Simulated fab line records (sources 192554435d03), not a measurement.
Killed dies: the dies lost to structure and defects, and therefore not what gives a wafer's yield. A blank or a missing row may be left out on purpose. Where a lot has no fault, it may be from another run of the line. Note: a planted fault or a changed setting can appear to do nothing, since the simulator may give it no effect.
Split-lot experiment :: flow n5Finfet :: route with 1938 steps; 7 lots, 21 wafers read

== SPLIT DETAILS ==
At N5_BEOL_M0_SAQP_PECVD_04 (deposits a-Si from SiH4/He, target thk 60 nm, time 60.2 s), the setting timeS was moved away from the recipe's 60.2 s on 7 of the 21 wafers read, by -8.2% to +8.4%. For the rest of the wafers, this setting stayed at what the recipe calls for.

== FROM THE SPLIT TO THE READING: what the file shows between them, 11 steps ==
- N5_BEOL_M0_SAQP_THK_MEAS_05
- N5_BEOL_M0_SAQP_COAT_08: resist thk 90 nm (also split here: spinRpm)
- N5_BEOL_M0_SAQP_EBR_10
- N5_BEOL_M0_SAQP_SOFTBAKE_09: time 60 s
- N5_BEOL_M0_SAQP_EXPOSE_11: exposes mask M0 CORE, target cd 42 nm
- N5_BEOL_M0_SAQP_PEB_12: peb time 60 s
- N5_BEOL_M0_SAQP_DEVELOP_13: develop time 30 s
- N5_BEOL_M0_SAQP_ETCH_84: etches SOC in N2/H2, target depth 100 nm, overetch 20 nm, time 150 s
- N5_BEOL_M0_SAQP_STRIP_80: strips in N2/H2
- N5_BEOL_M0_SAQP_HM_OPEN_112: chemistry CHF3/O2, target SiO2, stops on a-Si, target depth 12 nm, time 13.5 s
- N5_BEOL_M0_SAQP_STRIP_113: strips in CHF3/O2

== THE READING ==
etch.depthNm (the simulator's own value, which no gauge read), in nm, at N5_BEOL_M0_SAQP_MANDREL_ETCH_20 (etches a-Si in HBr/Cl2, stops on SiNx, target depth 60 nm, bt time 10 s, time 30 s). No usual value for it is given in the file. Across the 14 wafers here that went through the recipe, the average is 60.23 nm and the standard deviation 0.81 nm.

wafer: L074.4
tool, chamber at the split: pecvd-03, 1
timeS as run, s: 55.57
against the recipe: -7.7%
etch.depthNm, nm: 56.16
against lot-mates on the recipe: -3.59

wafer: L074.5
tool, chamber at the split: pecvd-03, 2
timeS as run, s: 60.2
against the recipe: recipe
etch.depthNm, nm: 59.75
against lot-mates on the recipe: -

wafer: L074.6
tool, chamber at the split: pecvd-03, 0
timeS as run, s: 55.57
against the recipe: -7.7%
etch.depthNm, nm: 55.85
against lot-mates on the recipe: -3.90

wafer: L075.2
tool, chamber at the split: pecvd-04, 2
timeS as run, s: 60.2
against the recipe: recipe
etch.depthNm, nm: 59.08
against lot-mates on the recipe: -

wafer: L075.4
tool, chamber at the split: pecvd-04, 1,0
timeS as run, s: 60.2
against the recipe: recipe
etch.depthNm, nm: 61.15
against lot-mates on the recipe: -

wafer: L075.6
tool, chamber at the split: pecvd-04, 1,0
timeS as run, s: 60.2
against the recipe: recipe
etch.depthNm, nm: 61.26
against lot-mates on the recipe: -

wafer: L078.2
tool, chamber at the split: pecvd-02, 0
timeS as run, s: 60.2
against the recipe: recipe
etch.depthNm, nm: 59.76
against lot-mates on the recipe: -

wafer: L078.3
tool, chamber at the split: pecvd-02, 2
timeS as run, s: 60.2
against the recipe: recipe
etch.depthNm, nm: 60.56
against lot-mates on the recipe: -

wafer: L078.5
tool, chamber at the split: pecvd-02, 1
timeS as run, s: 60.2
against the recipe: recipe
etch.depthNm, nm: 60.73
against lot-mates on the recipe: -

wafer: L080.4
tool, chamber at the split: pecvd-04, 1
timeS as run, s: 60.2
against the recipe: recipe
etch.depthNm, nm: 60.88
against lot-mates on the recipe: -

wafer: L080.5
tool, chamber at the split: pecvd-04, 0
timeS as run, s: 60.2
against the recipe: recipe
etch.depthNm, nm: 61.42
against lot-mates on the recipe: -

wafer: L080.6
tool, chamber at the split: pecvd-04, 2
timeS as run, s: 55.24
against the recipe: -8.2%
etch.depthNm, nm: 54.88
against lot-mates on the recipe: -6.27

wafer: L083.2
tool, chamber at the split: pecvd-04, 1
timeS as run, s: 56.01
against the recipe: -7.0%
etch.depthNm, nm: 56.41
against lot-mates on the recipe: -3.99

wafer: L083.3
tool, chamber at the split: pecvd-04, 2
timeS as run, s: 56.01
against the recipe: -7.0%
etch.depthNm, nm: 55.35
against lot-mates on the recipe: -5.05

wafer: L083.4
tool, chamber at the split: pecvd-04, 2
timeS as run, s: 60.2
against the recipe: recipe
etch.depthNm, nm: 60.4
against lot-mates on the recipe: -

wafer: L085.2
tool, chamber at the split: pecvd-04, 2
timeS as run, s: 60.2
against the recipe: recipe
etch.depthNm, nm: 58.95
against lot-mates on the recipe: -

wafer: L085.3
tool, chamber at the split: pecvd-04, 0
timeS as run, s: 60.2
against the recipe: recipe
etch.depthNm, nm: 60.5
against lot-mates on the recipe: -

wafer: L085.4
tool, chamber at the split: pecvd-04, 2
timeS as run, s: 60.2
against the recipe: recipe
etch.depthNm, nm: 59.22
against lot-mates on the recipe: -

wafer: L086.3
tool, chamber at the split: pecvd-04, 0
timeS as run, s: 60.2
against the recipe: recipe
etch.depthNm, nm: 59.53
against lot-mates on the recipe: -

wafer: L086.5
tool, chamber at the split: pecvd-04, 2
timeS as run, s: 65.25
against the recipe: +8.4%
etch.depthNm, nm: 63.92
against lot-mates on the recipe: +4.39

wafer: L086.6
tool, chamber at the split: pecvd-04, 1
timeS as run, s: 65.25
against the recipe: +8.4%
etch.depthNm, nm: 64.25
against lot-mates on the recipe: +4.72
The file does not say which wafer passed through which chamber wherever a row lists several chambers: such a row stands for several wafers.

FIT RESULTS
A straight line over all 21 wafers: etch.depthNm changes by +0.545 nm for each +1% of timeS; r = +0.95; the points scatter about the line by 0.78 nm.
The same after taking each lot's own level away (the mean of its wafers on the recipe; 21 wafers): +0.583 nm for each +1%; r = +0.97; scatter 0.71 nm.
According to that fit, moving timeS by its largest amount changes the reading by 4.9 nm.
From 59.530 to 61.150 nm: that is the span of the lots' own levels, equal to 2.0 times the standard deviation above.
The two slopes agree, so the slope changes little with the lot-to-lot level.
Check: for one of the wafers moved furthest among these (+8.4%), held out of the fit, the line's prediction against its lot-mates is +4.97 nm. Against them it came out at +4.39 nm.

== OTHER SPLITS ON THESE WAFERS ==
These wafers also went through other splits before the reading. Each is held against what the fit with the lots' levels taken away leaves over:
other split on the same wafers: N5_MOL_CONTACT_COAG_EXPOSE_05 doseMj
wafers away from the commonest value: 5
r with etch.depthNm (lot level and that fit taken away): -0.42

other split on the same wafers: N5_MOL_CONTACT_COAG_ALD_131 aldCycles
wafers away from the commonest value: 4
r with etch.depthNm (lot level and that fit taken away): +0.15

other split on the same wafers: N5_BEOL_M0_SAQP_COAT_08 spinRpm
wafers away from the commonest value: 9
r with etch.depthNm (lot level and that fit taken away): +0.16

== THE WHOLE CHAIN: every reading that the file lists as answering this split, in the file's order ==
step: N5_BEOL_M0_SAQP_PECVD_04
what it does: deposits a-Si from SiH4/He, target thk 60 nm, time 60.2 s
reading: a-Si_of_BEOL_M0_SAQP_PECVD_04.thkNm (the simulator's own value, which no gauge read)
change (the file's fit): +0.617 nm for each +1% of the setting
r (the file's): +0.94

step: N5_BEOL_M0_SAQP_THK_MEAS_05
what it does: 
reading: thkNm
change (the file's fit): withheld for each +1% of the setting
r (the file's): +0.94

step: N5_BEOL_M0_SAQP_HM_OPEN_112
what it does: chemistry CHF3/O2, target SiO2, stops on a-Si, target depth 12 nm, time 13.5 s
reading: a-Si_of_BEOL_M0_SAQP_PECVD_04.thkNm (the simulator's own value, which no gauge read)
change (the file's fit): +0.611 nm for each +1% of the setting
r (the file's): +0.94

step: N5_BEOL_M0_SAQP_MANDREL_ETCH_20
what it does: etches a-Si in HBr/Cl2, stops on SiNx, target depth 60 nm, bt time 10 s, time 30 s
reading: etch.depthNm (the simulator's own value, which no gauge read)
change (the file's fit): +0.611 nm for each +1% of the setting
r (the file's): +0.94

== THE FILE'S OWN FIT ==
etch.depthNm changes by +0.611 nm for each +1% of timeS, r = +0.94.
